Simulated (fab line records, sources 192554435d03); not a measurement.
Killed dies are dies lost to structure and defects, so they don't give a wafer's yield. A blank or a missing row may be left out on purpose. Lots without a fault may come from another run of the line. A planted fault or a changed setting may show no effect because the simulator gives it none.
A struck lot beside a sound one | flow n5_finfet | 15 steps out of a route of 1938
Sound: wafers L548.1, L548.4, L548.6. Struck: wafer L552.4. (L552.3, L552.5 of the same lot were not struck and are left out.) The cause comes at the end.
At each step with rows: each side's tool, then ch and its chambers, then its first start. Under that, the readings that differ: sound wafers | struck wafers | difference of the means | sigmas: that difference in standard deviations of wafers without a fault.
alike: readings whose means differ by less than 2 such deviations, and words and numbers that are the same on both sides. not compared: withheld readings, readings that some wafer has no value for, bounds like >300 that may hide the same value, and numbers for which the record gives no deviation and whose values overlap.
The two part at a step that has a row with sigmas, a row that says differs or no value, or rows on one side only. Numbers that don't overlap but have no deviation are shown without sigmas and don't part them. A reading that every wafer of one side lacks parts them only if that side has two wafers or more.

first, 7 steps without rows for these wafers: N5_FIN_CUT_COAT_29 (time 60 s, resist thk 10 nm); N5_FIN_CUT_COAT_02 (resist thk 30 nm); N5_FIN_CUT_EBR_04; N5_FIN_CUT_SOFTBAKE_03 (time 60 s); N5_FIN_CUT_EXPOSE_05 (exposes mask FIN CUT); N5_FIN_CUT_PEB_06 (peb time 60 s); N5_FIN_CUT_DEVELOP_07 (develop time 30 s).
N5_FIN_CUT_CD_MEAS_08: target cd 29.1 nm.
  sound on cd_sem-01 ch 0, day 2 03:30; struck on cd_sem-03 ch 0, day 3 02:20
  alike: cd_nm
N5_FIN_CUT_OVL_MEAS_09:
  sound on overlay-02 ch 0, day 2 03:32; struck on overlay-01 ch 0, day 3 02:23
  alike: FIN_CUT_OVL
N5_FIN_CUT_INSPECT_10: inspects for defects (brightfield).
  sound on defect_inspect-02, day 2 03:35; struck on defect_inspect-02, day 3 02:26
  alike: raw_defect_count
N5_FIN_CUT_DESCUM_13: chemistry O2, time 7 s.
  sound on rie_diel-04 ch 2,3, day 2 03:38; struck on rie_diel-02 ch 0, day 3 02:28
  alike: drypump_motor_current_A, o2_flow_sccm, oes_product_au, rf_fwd_power_W, rf_vpp_V, showerhead_plenum_p_Torr, throttle_valve_pct
  not compared: rf_hours_counter_h
N5_FIN_CUT_ETCH_30: etches underlayer in N2/H2, target depth 13 nm, time 10.4 s.
  sound on rie_diel-04 ch 2,3, day 2 03:40; struck on rie_diel-02 ch 0, day 3 02:31
  alike: drypump_motor_current_A, etch_rf_on_time_s, oes_product_au, rf_fwd_power_W, rf_vpp_V, showerhead_plenum_p_Torr, throttle_valve_pct
  not compared: rf_hours_counter_h
N5_FIN_CUT_ETCH_20: etches SiARC in CF4, target depth 26 nm, time 43.3 s.
  sound on rie_diel-04 ch 2,3, day 2 03:41; struck on rie_diel-02 ch 0, day 3 02:32
  reading               | sound          | struck | difference | sigmas
  etch_rf_on_time_s (s) | 44.7 42.8 44.6 | 59.6   | +15.6      | +21
  oes_product_au (a.u.) | 0.64 0.69 0.64 | 0.53   | -0.13      | -2
  alike: drypump_motor_current_A, rf_fwd_power_W, rf_vpp_V, showerhead_plenum_p_Torr, throttle_valve_pct
  not compared: rf_hours_counter_h
N5_FIN_CUT_ETCH_21: etches SOC in N2/H2, target depth 219 nm, overetch 43.8 nm, time 523.5 s.
  sound on rie_diel-04 ch 2,3, day 2 03:43; struck on rie_diel-02 ch 0, day 3 02:34
  reading      | sound             | struck | difference | sigmas
  rf_vpp_V (V) | 239.6 241.9 240.0 | 243.8  | +3.3       | +2
  alike: drypump_motor_current_A, oes_product_au, rf_fwd_power_W, showerhead_plenum_p_Torr, throttle_valve_pct
  not compared: rf_hours_counter_h
-- the record jumps here: 12 days lie between the struck wafers' starts before and after (it left off in module FIN_CUT and takes up again in module PASSIVATION, whose first step shown is number 1936 of the route) --
N5_PASSIVATION_PROBE_49:
  the record has rows for the struck wafers here (prober-01, day 14 21:11) and none for the sound ones

WHERE THEY PART
First at N5_FIN_CUT_ETCH_20; last, within this record, at N5_PASSIVATION_PROBE_49.

WHY: what the simulator had put in
Process parameter drift: rie_diel-02, from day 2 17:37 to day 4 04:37, at N5_FIN_CUT_ETCH_20. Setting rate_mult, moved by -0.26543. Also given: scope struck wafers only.
